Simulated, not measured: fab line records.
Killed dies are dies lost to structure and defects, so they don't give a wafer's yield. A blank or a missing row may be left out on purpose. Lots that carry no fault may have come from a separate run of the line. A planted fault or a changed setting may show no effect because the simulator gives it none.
fab line records / flow nandHarc / part 2 of 2: steps 25 to 33 of 33
[record] lots = 5 wafers = 15 lastDay = 23
route steps=1159 shown A_SGD_CUT@747 A_SLIT@779
lots that met no fault: taken from a fault-free run of the same line
startH: start of the lot's first displayed wafer, in hours after the record's first day / waitH: hours since the lot's step before / " as in the row above / L1.1+2: several wafers, shown together as one row / - no value, or no start was given / * or withheld: withheld / < > ~ a bound
route shown NAME@n: NAME is a module with steps in the file, n the number in the route of the first one / usual: mean and standard deviation over wafers with no fault / same: alike in all rows / chamber/n: place in a boat / sites: readings site by site / _std_site: standard deviation of those values / _edge_site: the outer-site mean with the inner-site mean subtracted / radiusMm: how far each site lies from the wafer's centre / mask NAME#n: copy n / behind: the most recent tool/chamber to have shaped the wafer / hold: reason for holding the lot/hours on hold/outcome of the hold / device: which transistor (n, p or np) failed to switch / end of line: the route-end tests of the same wafers / a step without rows: its recipe alone / killed: at the first sort, the dies lost to defects and structure; wafer yield is something else / map: a wafer's dies, x killed, . not, _ none there
set.NAME: the run value of the setting; set.NAME@STEP: its run value at that earlier step / model.NAME: the simulator's own value behind a step, which no gauge read
lots seen at some steps along the route; tables by step, rows by wafer
services: when a tool's chamber went out of use (startH, in hours from the record's first day, below 0 if earlier), for how many hours, and the reason
[[steps]]
[step NHARC_A_SGD_CUT_ANNEAL_27]
[recipe] tempC = 450 timeS = 1800
[usual] spikeTcBottomC = 475.4/1
lot.wafer=L076.2 tool=furnace-01 chamber=0 startH=324.47 waitH=5.1 spikeTcBottomC=474.8
lot.wafer=L076.3 tool=furnace-01 chamber=0 startH=324.47 waitH=5.1 spikeTcBottomC=475.8
lot.wafer=L076.5 tool=furnace-01 chamber=0 startH=324.47 waitH=5.1 spikeTcBottomC=475.5
lot.wafer=L081.2 tool=furnace-01 chamber=0 startH=367.00 waitH=4.2 spikeTcBottomC=475.5
lot.wafer=L081.3 tool=furnace-01 chamber=0 startH=367.00 waitH=4.2 spikeTcBottomC=476.7
lot.wafer=L081.6 tool=furnace-01 chamber=0 startH=367.00 waitH=4.2 spikeTcBottomC=474.6
lot.wafer=L084.3 tool=furnace-01 chamber=0 startH=379.49 waitH=6.9 spikeTcBottomC=475.1
lot.wafer=L084.4 tool=furnace-01 chamber=0 startH=379.49 waitH=6.9 spikeTcBottomC=474.8
lot.wafer=L084.5 tool=furnace-01 chamber=0 startH=379.49 waitH=6.9 spikeTcBottomC=475.6
lot.wafer=L090.1 tool=furnace-01 chamber=0 startH=391.89 waitH=3.7 spikeTcBottomC=474.4
lot.wafer=L090.4 tool=furnace-01 chamber=0 startH=391.89 waitH=3.7 spikeTcBottomC=478.1
lot.wafer=L090.5 tool=furnace-01 chamber=0 startH=391.89 waitH=3.7 spikeTcBottomC=476.8
lot.wafer=L092.1 tool=furnace-02 chamber=0 startH=419.14 waitH=3.4 spikeTcBottomC=475.3
lot.wafer=L092.2 tool=furnace-02 chamber=0 startH=419.14 waitH=3.4 spikeTcBottomC=475.4
lot.wafer=L092.4 tool=furnace-02 chamber=0 startH=419.14 waitH=3.4 spikeTcBottomC=474.4
[step NHARC_A_SGD_CUT_CMP_21]
[recipe] targetThkNm = 148.19
[usual] motorCurrentA = 12.6/1.3 timeToEndpointS = 48/3.3
lot.wafer=L076.2 tool=cmp-03 chamber=1 startH=326.09 waitH=0.5 motorCurrentA=13.7 timeToEndpointS=40
lot.wafer=L076.3 tool=cmp-03 chamber=2 startH=326.09 waitH=0.5 motorCurrentA=10.6 timeToEndpointS=48
lot.wafer=L076.5 tool=cmp-03 chamber=3 startH=326.09 waitH=0.5 motorCurrentA=10.5 timeToEndpointS=41
lot.wafer=L081.3 tool=cmp-03 chamber=1 startH=368.51 waitH=0.4 motorCurrentA=13.4 timeToEndpointS=43
lot.wafer=L081.2 tool=cmp-03 chamber=2 startH=368.51 waitH=0.4 motorCurrentA=10.5 timeToEndpointS=51
lot.wafer=L081.6 tool=cmp-03 chamber=0 startH=368.51 waitH=0.4 motorCurrentA=13.4 timeToEndpointS=48
lot.wafer=L084.3 tool=cmp-01 chamber=3 startH=380.96 waitH=0.4 motorCurrentA=15.4 timeToEndpointS=51
lot.wafer=L084.4 tool=cmp-01 chamber=1 startH=380.96 waitH=0.4 motorCurrentA=14.3 timeToEndpointS=48
lot.wafer=L084.5 tool=cmp-01 chamber=0 startH=380.96 waitH=0.4 motorCurrentA=13.0 timeToEndpointS=48
lot.wafer=L090.1 tool=cmp-01 chamber=2 startH=393.37 waitH=0.4 motorCurrentA=11.4 timeToEndpointS=49
lot.wafer=L090.4 tool=cmp-01 chamber=3 startH=393.37 waitH=0.4 motorCurrentA=14.2 timeToEndpointS=49
lot.wafer=L090.5 tool=cmp-01 chamber=1 startH=393.37 waitH=0.4 motorCurrentA=13.7 timeToEndpointS=48
lot.wafer=L092.4 tool=cmp-03 chamber=1 startH=420.60 waitH=0.4 motorCurrentA=13.8 timeToEndpointS=43
lot.wafer=L092.1 tool=cmp-03 chamber=2 startH=420.60 waitH=0.4 motorCurrentA=11.1 timeToEndpointS=51
lot.wafer=L092.2 tool=cmp-03 chamber=3 startH=420.60 waitH=0.4 motorCurrentA=10.3 timeToEndpointS=45
[step NHARC_A_SGD_CUT_THK_MEAS_22]
[recipe] thkMeasGauge = ellipsometry
[usual] thkNm = 147.4/1.5
lot.wafer=L076.2 tool=filmMetro-01 chamber=- startH=326.30 waitH=0.2 thkNm=145.7
lot.wafer=L076.3 tool=filmMetro-01 chamber=- startH=326.30 waitH=0.2 thkNm=148.0
lot.wafer=L076.5 tool=filmMetro-01 chamber=- startH=326.30 waitH=0.2 thkNm=146.3
lot.wafer=L081.2 tool=filmMetro-02 chamber=- startH=368.74 waitH=0.2 thkNm=148.5
lot.wafer=L081.3 tool=filmMetro-02 chamber=- startH=368.74 waitH=0.2 thkNm=146.0
lot.wafer=L081.6 tool=filmMetro-02 chamber=- startH=368.74 waitH=0.2 thkNm=144.8
lot.wafer=L084.3 tool=filmMetro-02 chamber=- startH=381.21 waitH=0.2 thkNm=149.0
lot.wafer=L084.4 tool=filmMetro-02 chamber=- startH=381.21 waitH=0.2 thkNm=148.6
lot.wafer=L084.5 tool=filmMetro-02 chamber=- startH=381.21 waitH=0.2 thkNm=147.9
lot.wafer=L090.1 tool=filmMetro-02 chamber=- startH=393.60 waitH=0.2 thkNm=147.4
lot.wafer=L090.4 tool=filmMetro-02 chamber=- startH=393.60 waitH=0.2 thkNm=148.5
lot.wafer=L090.5 tool=filmMetro-02 chamber=- startH=393.60 waitH=0.2 thkNm=149.8
lot.wafer=L092.1 tool=filmMetro-01 chamber=- startH=420.85 waitH=0.2 thkNm=147.4
lot.wafer=L092.2 tool=filmMetro-01 chamber=- startH=420.85 waitH=0.2 thkNm=145.5
lot.wafer=L092.4 tool=filmMetro-01 chamber=- startH=420.85 waitH=0.2 thkNm=147.0
[step NHARC_A_SGD_CUT_SRD_23]
lot.wafer=L076.3+5+2 tool=wetBench-06 chamber=3,4,7 startH=326.34 waitH=0.0
lot.wafer=L081.2+6+3 tool=wetBench-05 chamber=0,2,4 startH=368.79 waitH=0.0
lot.wafer=L084.3+4+5 tool=wetBench-05 chamber=3,4,7 startH=381.25 waitH=0.0
lot.wafer=L090.1+4+5 tool=wetBench-06 chamber=7,0,1 startH=393.64 waitH=0.0
lot.wafer=L092.1+4+2 tool=wetBench-09 chamber=7,0,2 startH=420.90 waitH=0.0
[step NHARC_A_SGD_CUT_ETCH_26]
[recipe] targetDepthA = 458 chemistry = dHF material = SiO2
lot.wafer=L076.3+5+2 tool=wetBench-06 chamber=3,4,7 startH=326.37 waitH=0.0
lot.wafer=L081.2+6+3 tool=wetBench-05 chamber=0,2,4 startH=368.81 waitH=0.0
lot.wafer=L084.3+4+5 tool=wetBench-05 chamber=3,4,7 startH=381.28 waitH=0.0
lot.wafer=L090.1+4+5 tool=wetBench-06 chamber=7,0,1 startH=393.67 waitH=0.0
lot.wafer=L092.1+4+2 tool=wetBench-09 chamber=7,0,2 startH=420.95 waitH=0.0
[step NHARC_A_SGD_CUT_ETCHBACK_24]
[recipe] targetDepthA = 500 overEtchFrac = 0.3 timeS = 92.857 ionEnergyEv = 120 ch3fFlowSccm = 50 o2FlowSccm = 30 arFlowSccm = 200 rfW = 500 biasW = 100 chemistry = CH3F/O2
[usual] drypumpMotorCurrentA = 5.6/0.33 oesProductAu = 0.97/0.039 rfVppV = 244.6/1.6 showerheadPlenumPTorr = 2.48/0.1 throttleValvePct = 20.663/0.0093
lot.wafer=L076.2 tool=rieDiel-04 chamber=3 startH=326.52 waitH=0.1 drypumpMotorCurrentA=5.8 oesProductAu=1.01 rfHoursCounterH=4 rfVppV=246.6 showerheadPlenumPTorr=2.50 throttleValvePct=20.670
lot.wafer=L076.3 tool=rieDiel-04 chamber=1 startH=326.52 waitH=0.1 drypumpMotorCurrentA=5.7 oesProductAu=0.99 rfHoursCounterH=3 rfVppV=245.4 showerheadPlenumPTorr=2.50 throttleValvePct=20.663
lot.wafer=L076.5 tool=rieDiel-04 chamber=0 startH=326.52 waitH=0.1 drypumpMotorCurrentA=6.2 oesProductAu=1.00 rfHoursCounterH=- rfVppV=246.2 showerheadPlenumPTorr=2.63 throttleValvePct=20.693
lot.wafer=L081.2 tool=rieDiel-01 chamber=1 startH=369.10 waitH=0.3 drypumpMotorCurrentA=5.7 oesProductAu=0.99 rfHoursCounterH=5 rfVppV=245.6 showerheadPlenumPTorr=2.53 throttleValvePct=20.658
lot.wafer=L081.3 tool=rieDiel-01 chamber=3 startH=369.10 waitH=0.3 drypumpMotorCurrentA=4.9 oesProductAu=0.99 rfHoursCounterH=4 rfVppV=244.3 showerheadPlenumPTorr=2.36 throttleValvePct=20.665
lot.wafer=L081.6 tool=rieDiel-01 chamber=0 startH=369.10 waitH=0.3 drypumpMotorCurrentA=5.3 oesProductAu=1.00 rfHoursCounterH=- rfVppV=246.1 showerheadPlenumPTorr=2.54 throttleValvePct=20.661
lot.wafer=L084.3 tool=rieDiel-01 chamber=2 startH=381.45 waitH=0.2 drypumpMotorCurrentA=5.4 oesProductAu=0.92 rfHoursCounterH=6 rfVppV=244.7 showerheadPlenumPTorr=2.44 throttleValvePct=20.667
lot.wafer=L084.4 tool=rieDiel-01 chamber=3 startH=381.45 waitH=0.2 drypumpMotorCurrentA=4.9 oesProductAu=0.92 rfHoursCounterH=6 rfVppV=243.2 showerheadPlenumPTorr=2.36 throttleValvePct=20.657
lot.wafer=L084.5 tool=rieDiel-01 chamber=2 startH=381.45 waitH=0.2 drypumpMotorCurrentA=5.4 oesProductAu=0.93 rfHoursCounterH=- rfVppV=244.3 showerheadPlenumPTorr=2.44 throttleValvePct=20.662
lot.wafer=L090.1 tool=rieDiel-04 chamber=3 startH=393.84 waitH=0.2 drypumpMotorCurrentA=5.8 oesProductAu=1.00 rfHoursCounterH=9 rfVppV=244.3 showerheadPlenumPTorr=2.49 throttleValvePct=20.674
lot.wafer=L090.4 tool=rieDiel-04 chamber=0 startH=393.84 waitH=0.2 drypumpMotorCurrentA=6.2 oesProductAu=1.01 rfHoursCounterH=9 rfVppV=246.2 showerheadPlenumPTorr=2.63 throttleValvePct=20.659
lot.wafer=L090.5 tool=rieDiel-04 chamber=3 startH=393.84 waitH=0.2 drypumpMotorCurrentA=5.8 oesProductAu=1.00 rfHoursCounterH=- rfVppV=242.7 showerheadPlenumPTorr=2.49 throttleValvePct=20.667
lot.wafer=L092.4 tool=rieDiel-01 chamber=3 startH=421.15 waitH=0.2 drypumpMotorCurrentA=4.9 oesProductAu=0.98 rfHoursCounterH=11 rfVppV=243.0 showerheadPlenumPTorr=2.36 throttleValvePct=20.684
lot.wafer=L092.2 tool=rieDiel-01 chamber=0 startH=421.15 waitH=0.2 drypumpMotorCurrentA=5.3 oesProductAu=0.98 rfHoursCounterH=11 rfVppV=244.9 showerheadPlenumPTorr=2.54 throttleValvePct=20.669
lot.wafer=L092.1 tool=rieDiel-01 chamber=1 startH=421.15 waitH=0.2 drypumpMotorCurrentA=5.7 oesProductAu=0.99 rfHoursCounterH=12 rfVppV=245.9 showerheadPlenumPTorr=2.53 throttleValvePct=20.657
[step NHARC_A_SGD_CUT_STRIP_28]
[recipe] timeS = 20 o2FlowSccm = 500 arFlowSccm = 0 biasW = 0 chemistry = O2
[usual] drypumpMotorCurrentA = 5.6/0.33 oesProductAu = 0.997/0.01 rfVppV = 57.8/0.89 showerheadPlenumPTorr = 3.56/0.14 throttleValvePct = 17.037/0.009
lot.wafer=L076.3 tool=rieDiel-04 chamber=1 startH=- waitH=- drypumpMotorCurrentA=5.7 oesProductAu=0.998 rfHoursCounterH=3 rfVppV=57.0 showerheadPlenumPTorr=3.58 throttleValvePct=17.042
lot.wafer=L076.2 tool=rieDiel-04 chamber=2 startH=- waitH=- drypumpMotorCurrentA=5.4 oesProductAu=1.018 rfHoursCounterH=3 rfVppV=57.2 showerheadPlenumPTorr=3.58 throttleValvePct=17.048
lot.wafer=L076.5 tool=rieDiel-04 chamber=2 startH=- waitH=- drypumpMotorCurrentA=5.4 oesProductAu=1.005 rfHoursCounterH=- rfVppV=56.2 showerheadPlenumPTorr=3.58 throttleValvePct=17.060
lot.wafer=L081.2 tool=rieDiel-01 chamber=2 startH=- waitH=- drypumpMotorCurrentA=5.4 oesProductAu=1.006 rfHoursCounterH=5 rfVppV=56.7 showerheadPlenumPTorr=3.51 throttleValvePct=17.035
lot.wafer=L081.3 tool=rieDiel-01 chamber=3 startH=- waitH=- drypumpMotorCurrentA=4.9 oesProductAu=0.992 rfHoursCounterH=4 rfVppV=57.2 showerheadPlenumPTorr=3.39 throttleValvePct=17.036
lot.wafer=L081.6 tool=rieDiel-01 chamber=2 startH=- waitH=- drypumpMotorCurrentA=5.4 oesProductAu=0.993 rfHoursCounterH=- rfVppV=59.1 showerheadPlenumPTorr=3.51 throttleValvePct=17.048
lot.wafer=L084.3 tool=rieDiel-01 chamber=0 startH=- waitH=- drypumpMotorCurrentA=5.3 oesProductAu=0.987 rfHoursCounterH=6 rfVppV=58.9 showerheadPlenumPTorr=3.64 throttleValvePct=17.024
lot.wafer=L084.4 tool=rieDiel-01 chamber=1 startH=- waitH=- drypumpMotorCurrentA=5.7 oesProductAu=0.975 rfHoursCounterH=6 rfVppV=57.7 showerheadPlenumPTorr=3.63 throttleValvePct=17.030
lot.wafer=L084.5 tool=rieDiel-01 chamber=3 startH=- waitH=- drypumpMotorCurrentA=4.9 oesProductAu=0.977 rfHoursCounterH=- rfVppV=57.6 showerheadPlenumPTorr=3.39 throttleValvePct=17.028
lot.wafer=L090.1 tool=rieDiel-04 chamber=2 startH=- waitH=- drypumpMotorCurrentA=5.4 oesProductAu=1.011 rfHoursCounterH=9 rfVppV=56.9 showerheadPlenumPTorr=3.58 throttleValvePct=17.049
lot.wafer=L090.4 tool=rieDiel-04 chamber=3 startH=- waitH=- drypumpMotorCurrentA=5.8 oesProductAu=1.002 rfHoursCounterH=9 rfVppV=58.8 showerheadPlenumPTorr=3.58 throttleValvePct=17.035
lot.wafer=L090.5 tool=rieDiel-04 chamber=3 startH=- waitH=- drypumpMotorCurrentA=5.8 oesProductAu=1.001 rfHoursCounterH=- rfVppV=57.6 showerheadPlenumPTorr=3.58 throttleValvePct=17.026
lot.wafer=L092.2 tool=rieDiel-01 chamber=3 startH=- waitH=- drypumpMotorCurrentA=4.9 oesProductAu=0.985 rfHoursCounterH=11 rfVppV=57.6 showerheadPlenumPTorr=3.39 throttleValvePct=17.044
lot.wafer=L092.4 tool=rieDiel-01 chamber=1 startH=- waitH=- drypumpMotorCurrentA=5.7 oesProductAu=0.988 rfHoursCounterH=12 rfVppV=57.9 showerheadPlenumPTorr=3.62 throttleValvePct=17.034
lot.wafer=L092.1 tool=rieDiel-01 chamber=2 startH=- waitH=- drypumpMotorCurrentA=5.4 oesProductAu=1.008 rfHoursCounterH=12 rfVppV=57.6 showerheadPlenumPTorr=3.51 throttleValvePct=17.052
[step NHARC_A_SGD_CUT_INSPECT_25]
[usual] rawDefectCount = 294/85
lot.wafer=L076.2 tool=defectInspect-01 chamber=- startH=326.77 waitH=- rawDefectCount=248
lot.wafer=L076.3 tool=defectInspect-01 chamber=- startH=326.77 waitH=- rawDefectCount=264
lot.wafer=L076.5 tool=defectInspect-01 chamber=- startH=326.77 waitH=- rawDefectCount=403
lot.wafer=L081.2 tool=defectInspect-01 chamber=- startH=369.42 waitH=- rawDefectCount=294
lot.wafer=L081.3 tool=defectInspect-01 chamber=- startH=369.42 waitH=- rawDefectCount=274
lot.wafer=L081.6 tool=defectInspect-01 chamber=- startH=369.42 waitH=- rawDefectCount=357
lot.wafer=L084.3 tool=defectInspect-01 chamber=- startH=381.68 waitH=- rawDefectCount=363
lot.wafer=L084.4 tool=defectInspect-01 chamber=- startH=381.68 waitH=- rawDefectCount=318
lot.wafer=L084.5 tool=defectInspect-01 chamber=- startH=381.68 waitH=- rawDefectCount=321
lot.wafer=L090.1 tool=defectInspect-01 chamber=- startH=394.06 waitH=- rawDefectCount=285
lot.wafer=L090.4 tool=defectInspect-01 chamber=- startH=394.06 waitH=- rawDefectCount=304
lot.wafer=L090.5 tool=defectInspect-01 chamber=- startH=394.06 waitH=- rawDefectCount=229
lot.wafer=L092.1 tool=defectInspect-01 chamber=- startH=421.38 waitH=- rawDefectCount=267
lot.wafer=L092.2 tool=defectInspect-01 chamber=- startH=421.38 waitH=- rawDefectCount=378
lot.wafer=L092.4 tool=defectInspect-01 chamber=- startH=421.38 waitH=- rawDefectCount=274
[step NHARC_A_SLIT_DEP_25]
[recipe] targetThkA = 2000 tempC = 400 pressureTorr = 6.5 rfW = 900 teosFlowSccm = 161.4 flowSccm = 2650 targetThkNm = 200 gas = O2 material = SiO2
[usual] heaterPowerW = 575/90 susceptorTempC = 399.97/0.24 throttleValvePct = 16.1/0.38
lot.wafer=L076.3 tool=pecvd-02 chamber=0 startH=326.83 waitH=0.1 heaterPowerW=623 susceptorTempC=399.90 throttleValvePct=16.8
lot.wafer=L076.2 tool=pecvd-02 chamber=1 startH=326.83 waitH=0.1 heaterPowerW=536 susceptorTempC=399.89 throttleValvePct=16.6
lot.wafer=L076.5 tool=pecvd-02 chamber=0 startH=326.83 waitH=0.1 heaterPowerW=633 susceptorTempC=399.97 throttleValvePct=16.9
lot.wafer=L081.3 tool=pecvd-02 chamber=0 startH=369.52 waitH=0.1 heaterPowerW=728 susceptorTempC=400.16 throttleValvePct=16.2
lot.wafer=L081.2 tool=pecvd-02 chamber=1 startH=369.52 waitH=0.1 heaterPowerW=618 susceptorTempC=399.80 throttleValvePct=16.2
lot.wafer=L081.6 tool=pecvd-02 chamber=1 startH=369.52 waitH=0.1 heaterPowerW=618 susceptorTempC=399.88 throttleValvePct=15.9
lot.wafer=L084.3 tool=pecvd-02 chamber=0 startH=382.01 waitH=0.3 heaterPowerW=658 susceptorTempC=399.85 throttleValvePct=16.1
lot.wafer=L084.4 tool=pecvd-02 chamber=2 startH=382.01 waitH=0.3 heaterPowerW=494 susceptorTempC=399.36 throttleValvePct=16.2
lot.wafer=L084.5 tool=pecvd-02 chamber=0 startH=382.01 waitH=0.3 heaterPowerW=658 susceptorTempC=399.80 throttleValvePct=16.6
lot.wafer=L090.1 tool=pecvd-04 chamber=1 startH=394.21 waitH=0.1 heaterPowerW=598 susceptorTempC=399.93 throttleValvePct=15.3
lot.wafer=L090.4 tool=pecvd-04 chamber=2 startH=394.21 waitH=0.1 heaterPowerW=455 susceptorTempC=399.67 throttleValvePct=16.0
lot.wafer=L090.5 tool=pecvd-04 chamber=0 startH=394.21 waitH=0.1 heaterPowerW=589 susceptorTempC=400.02 throttleValvePct=15.7
lot.wafer=L092.1 tool=pecvd-04 chamber=2 startH=421.62 waitH=0.2 heaterPowerW=463 susceptorTempC=399.94 throttleValvePct=16.1
lot.wafer=L092.2 tool=pecvd-04 chamber=1 startH=421.62 waitH=0.2 heaterPowerW=593 susceptorTempC=399.92 throttleValvePct=15.6
lot.wafer=L092.4 tool=pecvd-04 chamber=1 startH=421.62 waitH=0.2 heaterPowerW=618 susceptorTempC=400.15 throttleValvePct=15.3
[[services]]
tool=rieDiel-11 chamber=0 startH=293.37 hours=1.8 kind=repair
tool=arfiScanner-01 chamber=- startH=301.32 hours=0.9 kind=repair
tool=wetBench-06 chamber=- startH=305.60 hours=8.0 kind=pm
tool=cmp-01 chamber=- startH=311.70 hours=6.7 kind=repair
tool=cmp-03 chamber=- startH=312.40 hours=2.4 kind=repair
tool=rieDiel-01 chamber=- startH=314.80 hours=9.0 kind=pm
tool=lithoTrack-04 chamber=- startH=316.00 hours=7.0 kind=pm
tool=rieDiel-04 chamber=0 startH=317.68 hours=2.6 kind=repair
tool=rieDiel-11 chamber=0 startH=320.51 hours=2.8 kind=repair
tool=pecvd-02 chamber=- startH=334.29 hours=13.0 kind=pm
tool=rieDiel-11 chamber=0 startH=336.20 hours=3.0 kind=repair
tool=cmp-03 chamber=- startH=352.02 hours=4.0 kind=pm
tool=rieDiel-11 chamber=3 startH=355.45 hours=3.2 kind=repair
tool=wetBench-06 chamber=- startH=361.27 hours=4.1 kind=repair
tool=pecvd-04 chamber=1 startH=362.13 hours=5.7 kind=repair
tool=fcvd-01 chamber=1 startH=366.35 hours=17.7 kind=repair
tool=rieDiel-11 chamber=- startH=366.50 hours=9.0 kind=pm
tool=arfiScanner-01 chamber=- startH=368.00 hours=4.0 kind=pm
tool=cmp-01 chamber=- startH=370.71 hours=5.2 kind=repair
tool=wetBench-05 chamber=- startH=372.80 hours=8.0 kind=pm
tool=fcvd-02 chamber=- startH=376.00 hours=13.0 kind=pm
tool=rieDiel-01 chamber=0 startH=417.19 hours=1.7 kind=repair
tool=pecvd-01 chamber=- startH=418.32 hours=13.0 kind=pm
tool=cmp-03 chamber=- startH=421.20 hours=0.4 kind=repair
